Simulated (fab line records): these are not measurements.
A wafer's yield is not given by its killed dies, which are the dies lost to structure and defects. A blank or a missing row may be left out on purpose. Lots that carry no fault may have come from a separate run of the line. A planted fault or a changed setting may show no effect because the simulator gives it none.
Which tool was responsible? :: flow n5_finfet :: 13 lots, 37 wafers sampled, at 3 steps of a route of 1938

WHAT EACH GAUGE READ, for each wafer
N5_SDB_THK_MEAS_31. Usual: for SDB_THK the level is 64.4 nm and the standard deviation is 1.3.
lot: L436
measured: day 3 22:48
on: film_metro-01
SDB_THK (nm): 65.4 67.0 64.2
flag: 

lot: L437
measured: day 4 02:37
on: film_metro-01
SDB_THK (nm): 63.6 66.4 66.7
flag: 

lot: L438
measured: day 4 12:55
on: film_metro-01
SDB_THK (nm): 63.9 64.7 63.4
flag: 

lot: L439
measured: day 4 13:53
on: film_metro-01
SDB_THK (nm): 64.3 64.9 66.1
flag: 

lot: L440
measured: day 4 22:59
on: film_metro-01
SDB_THK (nm): 62.1 65.0 61.4
flag: 

lot: L441
measured: day 5 02:16
on: film_metro-01
SDB_THK (nm): 65.2 65.0
flag: 

lot: L443
measured: day 5 15:58
on: film_metro-01
SDB_THK (nm): 63.4 66.5 62.6
flag: 

lot: L446
measured: day 6 13:18
on: film_metro-01
SDB_THK (nm): 63.5 66.1 63.3
flag: 

lot: L447
measured: day 6 15:13
on: film_metro-01
SDB_THK (nm): 63.0 65.1
flag: 

lot: L449
measured: day 7 05:30
on: film_metro-01
SDB_THK (nm): 64.1 63.9 63.1
flag: 

lot: L450
measured: day 7 08:16
on: film_metro-01
SDB_THK (nm): 63.8 65.1 64.1
flag: 

lot: L452
measured: day 7 21:06
on: film_metro-01
SDB_THK (nm): 64.2 64.3 61.8
flag: 

lot: L458
measured: day 9 12:02
on: film_metro-01
SDB_THK (nm): 65.2 64.9 62.3
flag: 

N5_HKMG_FIN_INSPECT_61: inspects for defects (macro). Usual: raw_defect_count at 1.9, with a standard deviation of 1.4.
lot: L436
measured: day 4 00:24
on: defect_inspect-02
raw_defect_count: 0 1 2
flag: 

lot: L437
measured: day 4 04:07
on: defect_inspect-01
raw_defect_count: 0 2 4
flag: 

lot: L438
measured: day 4 14:25
on: defect_inspect-02
raw_defect_count: 1 3 2
flag: 

lot: L439
measured: day 4 15:22
on: defect_inspect-02
raw_defect_count: 2 0 2
flag: 

lot: L440
measured: day 5 00:36
on: defect_inspect-02
raw_defect_count: 3 1 2
flag: 

lot: L441
measured: day 5 03:53
on: defect_inspect-01
raw_defect_count: 2 1
flag: 

lot: L443
measured: day 5 17:43
on: defect_inspect-01
raw_defect_count: 2 2 2
flag: 

lot: L446
measured: day 6 15:10
on: defect_inspect-02
raw_defect_count: 1 3 3
flag: 

lot: L447
measured: day 6 16:50
on: defect_inspect-01
raw_defect_count: 0 2
flag: 

lot: L449
measured: day 7 07:07
on: defect_inspect-01
raw_defect_count: 0 0 4
flag: 

lot: L450
measured: day 7 10:01
on: defect_inspect-01
raw_defect_count: 2 2 2
flag: 

lot: L452
measured: day 7 22:50
on: defect_inspect-02
raw_defect_count: 0 3 0
flag: 

lot: L458
measured: day 9 13:56
on: defect_inspect-02
raw_defect_count: 1 5 2
flag: 

WHICH TOOL RAN EACH LOT (tool, then ch and the chambers of the sampled wafers, then the start)
lot: L436
N5_SDB_CMP_30: cmp-01 ch 0,1,2, day 3 22:31

lot: L437
N5_SDB_CMP_30: cmp-01 ch 0,2, day 4 02:21

lot: L438
N5_SDB_CMP_30: cmp-02 ch 0,1,2, day 4 12:42

lot: L439
N5_SDB_CMP_30: cmp-04 ch 2,3, day 4 13:38

lot: L440
N5_SDB_CMP_30: cmp-04 ch 0,1,2, day 4 22:41

lot: L441
N5_SDB_CMP_30: cmp-02 ch 0,1, day 5 02:01

lot: L443
N5_SDB_CMP_30: cmp-01 ch 0,2,3, day 5 15:42

lot: L446
N5_SDB_CMP_30: cmp-01 ch 0,1,3, day 6 13:05

lot: L447
N5_SDB_CMP_30: cmp-01 ch 1, day 6 14:58

lot: L449
N5_SDB_CMP_30: cmp-01 ch 1,2, day 7 05:12

lot: L450
N5_SDB_CMP_30: cmp-04 ch 0,3, day 7 07:58

lot: L452
N5_SDB_CMP_30: cmp-02 ch 0,1,3, day 7 20:55

lot: L458
N5_SDB_CMP_30: cmp-01 ch 1,2, day 9 11:47
- N5_SDB_CMP_30: polishes, stops on poly-Si, t overpolish 1.54 s, target thk 30 nm.

AS READ BY THE TOOLS THEMSELVES (means over the sampled wafers that have a number; for cases with no such wafer, the mark the record gives instead)
N5_SDB_CMP_30. Usual: motor_current_A 12.6 A, standard deviation 1.1; overpolish_run_s 1.541 s, standard deviation 0.0099; slurry_flow_ml_min 150.0, standard deviation 0.48; time_to_endpoint_s 19 s, standard deviation 3.6.
lot: L436
tool: cmp-01
motor_current_A (A): 12.9
overpolish_run_s (s): 1.544
slurry_flow_ml_min: 149.5
time_to_endpoint_s (s): 19
flag: 

lot: L437
tool: cmp-01
motor_current_A (A): 11.7
overpolish_run_s (s): 1.545
slurry_flow_ml_min: 149.7
time_to_endpoint_s (s): 14
flag: 

lot: L438
tool: cmp-02
motor_current_A (A): 12.7
overpolish_run_s (s): 1.533
slurry_flow_ml_min: 150.3
time_to_endpoint_s (s): 20
flag: 

lot: L439
tool: cmp-04
motor_current_A (A): 12.9
overpolish_run_s (s): 1.537
slurry_flow_ml_min: 149.9
time_to_endpoint_s (s): 14
flag: 

lot: L440
tool: cmp-04
motor_current_A (A): 13.1
overpolish_run_s (s): 1.536
slurry_flow_ml_min: 149.9
time_to_endpoint_s (s): 22
flag: 

lot: L441
tool: cmp-02
motor_current_A (A): 13.2
overpolish_run_s (s): 1.550
slurry_flow_ml_min: 149.6
time_to_endpoint_s (s): 18
flag: 

lot: L443
tool: cmp-01
motor_current_A (A): 11.6
overpolish_run_s (s): 1.533
slurry_flow_ml_min: 149.9
time_to_endpoint_s (s): 18
flag: 

lot: L446
tool: cmp-01
motor_current_A (A): 13.0
overpolish_run_s (s): 1.546
slurry_flow_ml_min: 150.2
time_to_endpoint_s (s): 18
flag: 

lot: L447
tool: cmp-01
motor_current_A (A): 14.1
overpolish_run_s (s): 1.542
slurry_flow_ml_min: 149.1
time_to_endpoint_s (s): 20
flag: 

lot: L449
tool: cmp-01
motor_current_A (A): 12.3
overpolish_run_s (s): 1.535
slurry_flow_ml_min: 150.2
time_to_endpoint_s (s): 19
flag: 

lot: L450
tool: cmp-04
motor_current_A (A): 12.3
overpolish_run_s (s): 1.545
slurry_flow_ml_min: 149.7
time_to_endpoint_s (s): 17
flag: 

lot: L452
tool: cmp-02
motor_current_A (A): 12.9
overpolish_run_s (s): 1.554
slurry_flow_ml_min: 150.4
time_to_endpoint_s (s): 17
flag: 

lot: L458
tool: cmp-01
motor_current_A (A): 12.1
overpolish_run_s (s): 1.545
slurry_flow_ml_min: 149.3
time_to_endpoint_s (s): 20
flag: 

THE ANSWER, worked out from the rows above alone
Rule: lot off if the mean of its wafers having a number is beyond 3 standard deviations from the usual mean. Also off: a lot with no number at a reading for which 4 or more lots have one. Any other lot the step has rows for is counted as sound. First the gauges in route order, then the tools' own readings, where a lot's mean is used as printed above. At the first step where some lot is off, the reading lying furthest off is the one used; lots without a number count as furthest.
Across all readings shown, no lot is off: no conclusion can be drawn from this.

WHAT THE SIMULATOR PUT IN
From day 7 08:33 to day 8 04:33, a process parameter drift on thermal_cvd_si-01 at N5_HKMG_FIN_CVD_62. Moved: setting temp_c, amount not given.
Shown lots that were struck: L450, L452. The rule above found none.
